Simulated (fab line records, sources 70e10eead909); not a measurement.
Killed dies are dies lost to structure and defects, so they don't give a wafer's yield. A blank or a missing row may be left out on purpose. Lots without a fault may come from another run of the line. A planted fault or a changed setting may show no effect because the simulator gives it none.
One fault seen from 3 desks | flow nand_harc | each desk has only its own numbers; what lay behind them comes last

THE TOOL OWNER'S DESK: arfi_scanner-01
The tool's own readings at NHARC_P_M0_EXPOSE_06 (exposes mask P M0, target cd 90 nm): means of the sampled wafers that have a number, for each lot that ran on this tool. A lot is out of limits, marked OUT, if its mean lies more than 4 standard deviations from the usual mean; the brackets give that distance.
Columns: A = exposure_dose_mJ_cm2 at NHARC_P_M0_EXPOSE_06, usual 81.24
lot  | first seen here | A
L466 | day 6 05:45     | 81.20
L467 | day 6 12:11     | 81.39
L471 | day 7 21:33     | 81.15
L472 | day 8 20:47     | 77.66 (-43) OUT
L473 | day 9 06:35     | 78.25 (-36) OUT
L480 | day 12 06:17    | 78.88 (-28) OUT
This desk's finding: out of limits on L472, L473, L480; first on L472, day 8 20:47 (exposure_dose_mJ_cm2 at NHARC_P_M0_EXPOSE_06). In limits: L466, L467, L471.

THE DEFECT DESK
What the inspections along the route counted, lot by lot: means of the sampled wafers that have a number. A lot is out of limits, marked OUT, if its mean lies more than 4 standard deviations from the usual mean; the brackets give that distance.
Columns: A = raw_defect_count at NHARC_P_CONTACT_INSPECT_14, usual 4.0
lot  | first seen here | A
L466 | day 6 01:51     | 9.0
L467 | day 6 08:25     | 3.3
L468 | day 6 17:56     | 2.7
L471 | day 7 17:46     | 4.0
L472 | day 8 16:52     | 3.7
L473 | day 9 02:49     | 5.0
L476 | day 10 09:31    | 7.7
L480 | day 12 02:24    | 1.0
L481 | day 12 22:24    | 2.7
L483 | day 13 01:15    | 3.3
L485 | day 14 10:06    | 3.3
This desk's finding: nothing out of limits on any of the 11 lots.

THE METROLOGY DESK
What the gauges read, lot by lot, whatever tool the lot ran on: means of the sampled wafers that have a number. A lot is out of limits, marked OUT, if its mean lies more than 4 standard deviations from the usual mean; the brackets give that distance.
Columns: A = cd_nm at NHARC_P_M0_CD_MEAS_09, usual 89.8 nm
lot  | first seen here | A
L466 | day 6 05:53     | 89.8
L467 | day 6 12:19     | 89.7
L468 | day 6 22:03     | 90.4
L471 | day 7 21:41     | 90.0
L472 | day 8 20:55     | 86.8 (-4.6) OUT
L473 | day 9 06:44     | 86.8 (-4.6) OUT
L476 | day 10 13:34    | 89.9
L480 | day 12 06:26    | 88.6
L481 | day 13 02:55    | 89.6
L483 | day 13 05:18    | 88.9
L485 | day 14 14:01    | 89.3
This desk's finding: out of limits on L472, L473; first on L472, day 8 20:55 (cd_nm at NHARC_P_M0_CD_MEAS_09). In limits: L466, L467, L468, L471, L476, L480, L481, L483, L485.

PUT TOGETHER
The tool owner's desk could have raised an alarm at day 8 20:47, on L472, L473, L480.
The metrology desk could have raised an alarm at day 8 20:55, on L472, L473.
The defect desk saw nothing out of limits.
The defect desk has L472, L473, L480 on record, within its limits.
The metrology desk has L480 on record, within its limits.
Of the lots named, all ran NHARC_P_M0_EXPOSE_06 on arfi_scanner-01.

WHAT THE SIMULATOR HAD PUT IN
Process parameter drift: arfi_scanner-01, from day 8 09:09 on, at NHARC_P_M0_EXPOSE_06. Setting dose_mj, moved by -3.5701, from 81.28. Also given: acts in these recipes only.
Lots struck among those shown: L472, L473, L480.
Hours from the fault's start to each desk's first reading out of limits: the tool owner's desk, 12; the metrology desk, 12.
